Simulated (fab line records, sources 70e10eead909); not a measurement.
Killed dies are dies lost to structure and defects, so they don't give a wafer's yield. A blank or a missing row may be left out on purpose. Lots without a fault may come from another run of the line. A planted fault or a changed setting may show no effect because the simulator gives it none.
A struck lot beside a sound one | flow nand_harc | 15 steps out of a route of 1302
Sound: wafers L699.1, L699.3, L699.4. Struck: wafer L713.3. (L713.1, L713.2 of the same lot were not struck and are left out.) The cause comes at the end.
At each step with rows: each side's tool, then ch and its chambers, then its first start. Under that, the readings that differ: sound wafers | struck wafers | difference of the means | sigmas: that difference in standard deviations of wafers without a fault.
alike: readings whose means differ by less than 2 such deviations, and words and numbers that are the same on both sides. not compared: withheld readings, readings that some wafer has no value for, bounds like >300 that may hide the same value, and numbers for which the record gives no deviation and whose values overlap.
The two part at a step that has a row with sigmas, a row that says differs or no value, or rows on one side only. Numbers that don't overlap but have no deviation are shown without sigmas and don't part them. A reading that every wafer of one side lacks parts them only if that side has two wafers or more.

first, 3 steps without rows for these wafers: NHARC_THIN_TSV_EXPOSE_09 (exposes mask TSV); NHARC_THIN_TSV_PEB_10 (peb time 85 s); NHARC_THIN_TSV_DEVELOP_11 (time 70 s).
NHARC_THIN_TSV_CD_MEAS_12: target cd 1000 nm.
  sound on cd_sem-02 ch 0, day 24 01:40; struck on cd_sem-02 ch 0, day 29 20:41
  alike: cd_nm
then, 1 step without rows for these wafers: NHARC_THIN_TSV_HARDBAKE_13 (time 80 s).
NHARC_THIN_TSV_DESCUM_14: chemistry O2, time 3 s.
  sound on rie_diel-07 ch 1,2,3, day 24 01:49; struck on rie_diel-13 ch 1, day 29 20:50
  reading                | sound       | struck | difference | sigmas
  rf_hours_counter_h (h) | 4.9 4.9 4.8 | 7.5    | +2.6       |
  alike: chamber_pressure_mTorr, drypump_motor_current_A, oes_product_au, rf_vpp_V, showerhead_plenum_p_Torr, throttle_valve_pct
NHARC_THIN_TSV_ETCH_44: etches the open film in CF4/O2, target depth 1594.2 nm, time 797.1 s.
  sound on rie_diel-07 ch 0,1,3, day 24 01:54; struck on rie_diel-13 ch 2, day 29 20:56
  reading                | sound                | struck | difference | sigmas
  rf_hours_counter_h (h) | 3.3 5.0 5.0          | 7.7    | +3.3       |
  throttle_valve_pct (%) | 16.930 16.918 16.911 | 16.891 | -0.029     | -3
  alike: chamber_pressure_mTorr, drypump_motor_current_A, oes_product_au, rf_fwd_power_W, rf_vpp_V, showerhead_plenum_p_Torr
then, 1 step without rows for these wafers: NHARC_THIN_TSV_ETCH_15 (target depth 3000 nm, bosch target overetch cycles 2, bosch etch step 2.8 s).
NHARC_THIN_TSV_CD_MEAS_16:
  sound on cd_sem-02, day 24 02:37; struck on cd_sem-03, day 29 21:38
  alike: cd_nm
NHARC_THIN_TSV_STRIP_45: strips in O2.
  sound on plasma_asher-01 ch 0,1, day 24 02:44; struck on plasma_asher-02 ch 0, day 29 21:43
  reading                     | sound       | struck | difference | sigmas
  drypump_motor_current_A (A) | 6.2 6.2 6.2 | 5.4    | -0.8       | -2
  heater_power_w (W)          | 279 277 320 | 383    | +91        | +3
  not compared: rf_hours_counter_h
then, 1 step without rows for these wafers: NHARC_THIN_TSV_STRIP_46 (strips in post etch residue remover, time 1200 s).
NHARC_THIN_TSV_DEP_47: deposits SiO2, target thk 200 nm.
  sound on pecvd-01 ch 0,2, day 24 03:29; struck on pecvd-01 ch 0, day 29 22:31
  alike: chamber_pressure_Torr, rf_fwd_power_W, throttle_valve_pct
NHARC_THIN_TSV_ETCHBACK_48: etches the open film in C4F8/Ar, target depth 1028.5 nm, time 405.17 s.
  sound on rie_diel-03 ch 0,2,3, day 24 03:53; struck on rie_diel-07 ch 1, day 29 22:55
  reading        | sound       | struck  | difference | sigmas
  over_etch_frac | 0.3 0.3 0.3 | 0.15874 | -0.14126   |
  alike: chamber_pressure_mTorr, oes_product_au, rf_fwd_power_W, rf_vpp_V
  not compared: rf_hours_counter_h
NHARC_THIN_TSV_STRIP_62: strips in N2/H2, time 20 s.
  sound on plasma_asher-02 ch 0,1, day 24 04:15; struck on plasma_asher-02 ch 1, day 29 23:21
  alike: drypump_motor_current_A, heater_power_w
  not compared: rf_hours_counter_h
NHARC_END_SORT_01:
  sound on prober-01 ch 0, day 24 17:40; struck on prober-01 ch 0, day 30 13:40
  reading      | sound | struck | difference | sigmas
  killed_short | 3 4 2 | 8      | +5         | +3
  alike: defect_limited_yield, killed_at_array, killed_at_other, killed_at_periphery, killed_dies, killed_open, sort_bin_2_pct, sort_bin_3_pct, sort_bin_4_pct, sort_n_pass, sort_rim_yield_pct, sort_yield_pct

WHERE THEY PART
First at NHARC_THIN_TSV_ETCH_44; last, within this record, at NHARC_END_SORT_01.

WHY: what the simulator had put in
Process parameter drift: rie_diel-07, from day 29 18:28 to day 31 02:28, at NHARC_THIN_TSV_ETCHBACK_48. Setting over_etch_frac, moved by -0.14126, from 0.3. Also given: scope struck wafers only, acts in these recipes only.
